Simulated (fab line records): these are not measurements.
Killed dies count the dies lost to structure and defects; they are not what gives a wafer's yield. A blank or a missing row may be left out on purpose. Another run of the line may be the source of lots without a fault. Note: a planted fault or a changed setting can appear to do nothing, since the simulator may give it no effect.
Chamber matching | flow n5Finfet | N5_BEOL_M3_PECVD_72 on pecvd-03 has 3 sister chambers
The step deposits SiO2 from TEOS/O2, target thk 16 nm, time 18 s. 6 wafers are shown with their chamber, then 12 later ones without.

WAFERS PAIRED WITH THEIR CHAMBERS
wafer  | chamber | throttleValvePct (%) | showerheadPlenumPTorr (Torr)
L089.1 | 2       | 21.6                 | 8.77
L089.2 | 0       | 22.3                 | 8.89
L089.3 | 1       | 23.6                 | 8.72
L089.4 | 0       | 22.4                 | 8.86
L089.5 | 2       | 21.9                 | 8.79
L089.6 | 1       | 23.5                 | 8.70

WAFERS WITHOUT THEIR CHAMBER
wafer  | throttleValvePct (%) | showerheadPlenumPTorr (Torr)
L091.1 | 22.6                 | 8.87
L091.3 | 21.7                 | 8.78
L091.4 | 22.2                 | 8.88
L092.2 | 22.5                 | 8.88
L092.5 | 22.2                 | 8.86
L092.6 | 23.6                 | 8.70
L094.1 | 22.1                 | 8.88
L094.2 | 21.6                 | 8.81
L094.3 | 23.3                 | 8.72
L094.4 | 22.2                 | 8.85
L094.5 | 21.8                 | 8.79
L094.6 | 23.7                 | 8.71

THE CHAMBER EACH PASSED THROUGH
wafer  | from the rows above | in truth
L091.1 | 0                   | 0
L091.3 | 2                   | 2
L091.4 | 0                   | 0
L092.2 | 0                   | 0
L092.5 | 0                   | 0
L092.6 | 1                   | 1
L094.1 | 0                   | 0
L094.2 | 2                   | 2
L094.3 | 1                   | 1
L094.4 | 0                   | 0
L094.5 | 2                   | 2
L094.6 | 1                   | 1
Correct placement for 12 of the 12. Left unplaced by these rows: 0. Placed wrongly: 0.
How it was worked out, from the rows above alone: a wafer's distance from a chamber is the root of the sum, over the readings, of the square of ((its reading less the chamber's mean) divided by the reading's scatter). The wafer belongs to the nearest chamber; if the next one is less than 2 further off, it can't be placed. Each chamber's mean is taken over the wafers shown for it. The scatter is the square root of a quotient: the sum, over the shown wafers, of each reading's squared deviation from its chamber's mean, divided by wafers minus chambers.
